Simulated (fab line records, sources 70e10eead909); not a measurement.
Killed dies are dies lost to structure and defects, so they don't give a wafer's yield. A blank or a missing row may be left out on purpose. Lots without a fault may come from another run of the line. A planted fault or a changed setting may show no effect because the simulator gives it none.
fab line records | flow nand_harc
record lots=13 wafers=39 last_day=33
route steps=1302 shown A_BONDPAD@1216
lots that met no fault: from a run of the same line without faults
start_h: hours from the record's first day to the start of the lot's first wafer shown | wait_h: hours since the lot's step before | " the same as in the row above | L1.1+2: a row that stands for several wafers | - no value, or no start given | * or withheld: withheld | < > ~ a bound
route shown NAME@n: a module of which the file shows steps, and the number in the route of the first | usual: mean/standard deviation of fault-free wafers | same: alike in all rows | chamber/n: place in a boat | sites: the reading at each site | _std_site: their standard deviation | _edge_site: outer sites' mean less inner sites' | radius_mm: how far each site lies from the wafer's centre | mask NAME#n: copy n | behind: the tool/chamber that last shaped the wafer | hold: why the lot was held/for how many hours/how that ended | device: the transistor (n, p or np) that didn't switch | end of line: the same wafers' tests at the end of the route | a step without rows: its recipe alone | killed: dies lost to structure and defects at the first sort, not the wafer's yield | map: a wafer's dies, x killed, . not, _ none there
set.NAME: the setting as run; set.NAME@STEP: as run at that earlier step | model.NAME: the simulator's own value behind a step, which no gauge read
steps of the route over a sample of lots; a table a step, a row a wafer
services: from which hour (start_h, from the record's first day; less than 0 if before it) a tool's chamber was out of use, for how many hours, and why
## steps
# step NHARC_A_BONDPAD_OVL_MEAS_35
# usual overlay_x_nm=0/5.6 overlay_y_nm=1/6.7
# columns lot.wafer tool chamber start_h wait_h overlay_x_nm overlay_y_nm
L167.2 overlay-01 - 538.54 - 1 0
L167.3 " - " " 1 0
L167.6 " - " " 1 0
L168.1 overlay-01 - 545.89 - -2 -4
L168.4 " - " " -2 -4
L168.5 " - " " -2 -5
L166.4 overlay-01 - 546.41 - -1 0
L166.5 " - " " -1 0
L166.6 " - " " -1 0
L169.2 overlay-02 - 548.92 - -1 11
L169.4 " - " " -1 11
L169.5 " - " " -1 12
L170.1 overlay-01 - 565.33 - -9 8
L170.4 " - " " -7 7
L170.5 " - " " -8 8
L174.1 overlay-02 - 604.88 - 1 2
L174.4 " - " " 1 3
L174.6 " - " " 2 2
L175.2 overlay-02 - 616.28 - 8 2
L175.3 " - " " 8 2
L175.5 " - " " 8 2
L179.4 overlay-01 - 664.14 - -5 4
L179.5 " - " " -5 4
L179.6 " - " " -5 4
L182.1 overlay-01 - 694.11 - -3 4
L182.2 " - " " -3 4
L182.6 " - " " -3 4
L185.3 overlay-01 - 724.85 - -2 -12
L185.4 " - " " -2 -12
L185.5 " - " " -1 -13
L188.1 overlay-01 - 728.19 - 4 -3
L188.3 " - " " 5 -3
L188.6 " - " " 4 -3
L187.2 overlay-01 - 732.07 - -4 6
L187.5 " - " " -3 5
L187.6 " - " " -3 5
L189.3 overlay-01 - 762.26 - 1 -7
L189.4 " - " " 2 -7
L189.6 " - " " 1 -6
# step NHARC_A_BONDPAD_DESCUM_11
# recipe time_s=3 o2_flow_sccm=200 ar_flow_sccm=0 bias_power_w=0 chemistry=O2
# usual drypump_motor_current_A=5.77/0.27 oes_product_au=1.001/0.011 rf_vpp_V=57.7/0.99 showerhead_plenum_p_Torr=1.92/0.1 throttle_valve_pct=11.311/0.0097
# columns lot.wafer tool chamber start_h wait_h drypump_motor_current_A oes_product_au rf_hours_counter_h rf_vpp_V showerhead_plenum_p_Torr throttle_valve_pct
L167.2 rie_diel-09 1 538.67 - 6.04 0.987 0 56.2 1.82 11.310
L167.3 " 3 " " 5.41 1.014 0 58.3 2.05 11.298
L167.6 " 0 " " 5.82 0.995 - 56.9 1.81 11.294
L168.4 rie_diel-09 2 546.03 - 5.86 0.997 0 58.2 2.03 11.295
L168.1 " 3 " " 5.44 0.996 1 58.4 2.05 11.300
L168.5 " 0 " " 5.79 1.000 - 56.9 1.81 11.318
L166.4 rie_diel-09 1 546.54 - 6.05 0.981 1 58.5 1.82 11.302
L166.6 " 0 " " 5.80 1.005 - 58.2 1.81 11.321
L166.5 " 1 " " 6.06 0.979 - 55.4 1.82 11.305
L169.2 rie_diel-09 2 549.06 - 5.86 1.000 1 59.0 2.03 11.309
L169.4 " 3 " " 5.45 1.010 1 58.5 2.05 11.307
L169.5 " 1 " " 6.03 0.994 - 58.3 1.82 11.311
L170.4 rie_diel-09 3 565.46 - 5.46 0.995 1 58.2 2.05 11.307
L170.1 " 0 " " 5.79 1.000 1 57.9 1.81 11.322
L170.5 " 0 " " 5.79 0.990 - 56.8 1.81 11.296
L174.4 rie_diel-09 1 605.01 - 6.05 0.999 2 57.2 1.82 11.311
L174.1 " 3 " " 5.43 1.007 2 56.8 2.05 11.320
L174.6 " 2 " " 5.86 0.989 - 59.3 2.03 11.312
L175.2 rie_diel-09 3 616.41 - 5.43 1.008 3 58.7 2.05 11.324
L175.3 " 2 " " 5.88 0.998 3 57.3 2.03 11.327
L175.5 " 3 " " 5.43 1.004 - 58.5 2.05 11.305
L179.4 rie_diel-09 3 664.27 - 5.43 1.008 4 58.3 2.05 11.302
L179.5 " 2 " " 5.86 1.002 - 58.0 2.03 11.314
L179.6 " 3 " " 5.42 1.015 - 60.6 2.05 11.303
L182.2 rie_diel-13 3 694.24 - 5.15 0.996 28 58.1 1.95 11.308
L182.1 " 0 " " 5.80 1.014 19 58.2 1.90 11.313
L182.6 " 2 " " 6.01 1.009 - 57.4 1.98 11.327
L185.3 rie_diel-09 0 724.97 - 5.78 0.984 2 57.3 1.81 11.329
L185.4 " 3 " " 5.45 1.016 2 59.7 2.05 11.310
L185.5 " 1 " " 6.02 0.995 - 56.3 1.81 11.316
L188.1 rie_diel-09 3 728.32 - 5.43 1.007 2 58.7 2.05 11.287
L188.3 " 1 " " 6.05 0.990 2 56.3 1.81 11.301
L188.6 " 0 " " 5.79 0.979 - 56.9 1.81 11.299
L187.2 rie_diel-09 1 732.21 - 6.05 1.002 2 57.6 1.81 11.316
L187.5 " 3 " " 5.43 1.006 - 60.0 2.05 11.314
L187.6 " 0 " " 5.78 0.986 - 58.4 1.81 11.298
L189.3 rie_diel-13 3 762.40 - 5.19 1.013 10 57.1 1.95 11.295
L189.4 " 2 " " 6.00 0.988 - 58.2 1.98 11.314
L189.6 " 3 " " 5.18 1.013 - 58.1 1.95 11.309
# step NHARC_A_BONDPAD_ETCH_12
# recipe target_depth_a=2200 time_s=110 chf3_flow_sccm=50 o2_flow_sccm=10 ar_flow_sccm=200 rf_w=500 bias_w=200 chemistry=CHF3/O2
# usual bias_w=200.0/0.58 drypump_motor_current_A=5.78/0.27 oes_product_au=0.947/0.021 rf_vpp_V=370.8/2.9 run_length_s=131.3/0.44 showerhead_plenum_p_Torr=2.42/0.13 throttle_valve_pct=20.572/0.0088
# columns lot.wafer tool chamber start_h wait_h bias_w drypump_motor_current_A oes_product_au rf_hours_counter_h rf_vpp_V run_length_s showerhead_plenum_p_Torr throttle_valve_pct
L167.2 rie_diel-09 1 538.84 - 199.4 6.06 0.928 0 367.8 131.4 2.28 20.568
L167.3 " 0 " " 199.3 5.80 0.951 0 368.1 132.3 2.28 20.571
L167.6 " 2 " " 200.4 5.86 0.946 - 373.2 130.9 2.54 20.550
L168.1 rie_diel-09 1 546.20 - 199.0 6.04 0.947 1 369.5 131.2 2.28 20.584
L168.4 " 3 " " 200.2 5.42 0.967 1 374.0 131.0 2.57 20.559
L168.5 " 0 " " 199.4 5.76 0.964 - 366.7 131.8 2.28 20.578
L166.4 rie_diel-09 3 546.71 - 200.9 5.43 0.974 1 372.3 130.9 2.57 20.577
L166.5 " 3 " " 200.6 5.45 0.972 - 374.2 130.7 2.57 20.573
L166.6 " 0 " " 200.1 5.82 0.955 - 368.4 131.7 2.28 20.582
L169.4 rie_diel-09 3 549.22 - 200.3 5.43 0.981 1 374.3 130.8 2.57 20.575
L169.2 " 1 " " 198.9 6.03 0.955 1 367.5 131.2 2.28 20.583
L169.5 " 0 " " 199.9 5.80 0.971 - 366.1 132.3 2.28 20.583
L170.4 rie_diel-09 1 565.63 - 200.4 6.04 0.929 1 366.3 131.4 2.28 20.574
L170.1 " 0 " " 200.1 5.79 0.934 1 366.2 131.7 2.28 20.557
L170.5 " 2 " " 200.7 5.85 0.916 - 373.0 131.7 2.54 20.572
L174.4 rie_diel-09 2 605.19 - 199.6 5.84 0.922 2 372.7 131.1 2.54 20.564
L174.1 " 3 " " 200.1 5.44 0.935 2 374.8 130.9 2.57 20.574
L174.6 " 2 " " 199.6 5.85 0.921 - 374.1 131.2 2.54 20.580
L175.2 rie_diel-09 1 616.59 - 200.1 6.02 0.915 3 368.2 131.6 2.28 20.563
L175.3 " 3 " " 200.0 5.42 0.934 3 373.8 130.8 2.57 20.576
L175.5 " 0 " " 199.6 5.82 0.937 - 369.3 132.0 2.27 20.567
L179.4 rie_diel-09 2 664.47 - 200.0 5.88 0.962 4 372.6 131.1 2.54 20.570
L179.5 " 3 " " 199.6 5.45 0.961 - 372.9 130.8 2.57 20.590
L179.6 " 0 " " - 5.83 0.958 - 368.3 112.8 2.27 20.590
L182.1 rie_diel-13 1 694.41 - 199.6 6.05 0.930 29 371.8 131.3 2.44 20.563
L182.2 " 0 " " 199.7 5.80 0.930 19 369.9 132.0 2.39 20.564
L182.6 " 2 " " 199.3 6.00 0.948 - 374.0 131.0 2.48 20.583
L185.3 rie_diel-09 0 725.15 - 198.3 5.77 0.955 2 367.8 131.7 2.27 20.559
L185.4 " 2 " " 200.1 5.86 0.981 1 374.0 131.1 2.54 20.559
L185.5 " 1 " " 199.3 6.03 0.959 - 367.7 131.4 2.28 20.577
L188.3 rie_diel-09 1 728.50 - 199.3 6.04 0.972 2 367.4 131.5 2.28 20.563
L188.1 " 2 " " 199.4 5.86 0.979 1 373.3 130.7 2.54 20.573
L188.6 " 1 " " 199.8 6.05 0.972 - 367.8 131.3 2.28 20.577
L187.2 rie_diel-09 0 732.40 - 200.5 5.79 0.922 2 367.2 132.0 2.27 20.582
L187.5 " 1 " " 200.3 6.01 0.934 - 368.5 131.5 2.28 20.577
L187.6 " 2 " " 200.1 5.88 0.926 - 373.5 130.9 2.54 20.564
L189.3 rie_diel-13 2 762.60 - 200.4 6.03 0.926 10 373.7 130.9 2.48 20.562
L189.4 " 2 " " 199.7 6.01 0.928 - 371.4 131.2 2.48 20.585
L189.6 " 3 " " 199.7 5.14 0.931 - 369.7 131.6 2.44 20.577
# step NHARC_A_BONDPAD_PVD_17
# recipe target_thk_a=50 bias_v=168.6 power_w=15000 chamber_pressure_pa=0.12 time_s=8.06 substrate_temp_c=50 material=TaN
# usual throttle_valve_pct=30.4/1.1
# columns lot.wafer tool chamber start_h wait_h throttle_valve_pct
L167.2 pvd_sputter-01 - - - 31.6
L167.3 " - " " 30.7
L167.6 " - " " 28.2
L168.1 pvd_sputter-02 - - - 30.6
L168.4 " - " " 32.2
L168.5 " - " " 29.5
L166.4 pvd_sputter-01 - - - 31.4
L166.5 " - " " 30.7
L166.6 " - " " 28.5
L169.2 pvd_sputter-01 - - - 30.9
L169.4 " - " " 28.2
L169.5 " - " " 30.9
L170.4 pvd_sputter-03 - - - 28.9
L170.1 " - " " 29.3
L170.5 " - " " 31.1
L174.4 pvd_sputter-01 - - - 31.4
L174.1 " - " " 30.7
L174.6 " - " " 31.6
L175.3 pvd_sputter-01 - - - 28.8
L175.2 " - " " 32.0
L175.5 " - " " 30.9
L179.4 pvd_sputter-01 - - - 31.5
L179.5 " - " " 31.6
L179.6 " - " " 30.8
L182.2 pvd_sputter-02 - - - 31.6
L182.1 " - " " 30.3
L182.6 " - " " 31.5
L185.4 pvd_sputter-03 - - - 31.6
L185.3 " - " " 30.0
L185.5 " - " " 29.3
L188.1 pvd_sputter-01 - - - 31.7
L188.3 " - " " 31.9
L188.6 " - " " 30.8
L187.2 pvd_sputter-03 - - - 28.9
L187.6 " - " " 29.6
L187.5 " - " " 32.1
L189.4 pvd_sputter-03 - - - 31.7
L189.3 " - " " 29.8
L189.6 " - " " 29.0
## services
# columns tool chamber start_h hours kind
pvd_sputter-01 - 515.04 13.8 repair
rie_diel-13 - 519.17 9.0 pm
pvd_sputter-03 - 526.00 10.0 pm
rie_diel-09 0 530.60 - clean
rie_diel-09 1 530.60 - clean
rie_diel-09 2 549.37 5.8 repair
rie_diel-09 3 550.99 3.4 repair
pvd_sputter-03 - 551.05 10.1 repair
rie_diel-13 0 580.67 9.0 repair
pvd_sputter-02 - 586.16 43.5 repair
rie_diel-13 2 598.16 1.7 repair
pvd_sputter-01 - 606.38 10.0 pm
rie_diel-13 0 607.98 22.1 repair
rie_diel-13 3 631.30 3.7 repair
pvd_sputter-02 - 642.42 10.0 pm
rie_diel-13 0 651.41 12.4 repair
rie_diel-09 - 674.10 9.0 pm
pvd_sputter-03 - 689.47 3.3 repair
pvd_sputter-01 - 689.86 4.0 repair
rie_diel-13 - 696.53 9.0 pm
pvd_sputter-03 - 704.00 10.0 pm
pvd_sputter-02 - 718.68 56.1 repair
rie_diel-13 2 736.92 2.9 repair
rie_diel-09 2 744.12 6.6 repair
## key
first_sign step=NHARC_A_BONDPAD_ETCH_12 reading=run_length_s direction=down sigmas=42 usual=* struck=*
effect none on later readings
met_at NHARC_A_BONDPAD_ETCH_12
struck_lots L179
struck_wafers L179.6
later_rows_left_out L179.6
sort_left_out L179.6
not_acting_at NHARC_A_BONDPAD_OVL_MEAS_35,NHARC_A_BONDPAD_DESCUM_11,NHARC_A_BONDPAD_PVD_17
onset_between 616.59 664.47
fault kind=process_parameter_drift tool=rie_diel-09 chamber=- onset_h=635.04 steps=NHARC_A_BONDPAD_ETCH_12 channel=time_s offset=* shape=step end_h=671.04 scope=struck_wafers_only acts_in=* stated=*
# sort_left_out: the simulated sort isn't trusted on such a fault, so these wafers' sort isn't shown, and their yield isn't known
# later_rows_left_out: the simulator's readings of these wafers behind a module that went badly wrong aren't trusted and aren't shown, but for the sort
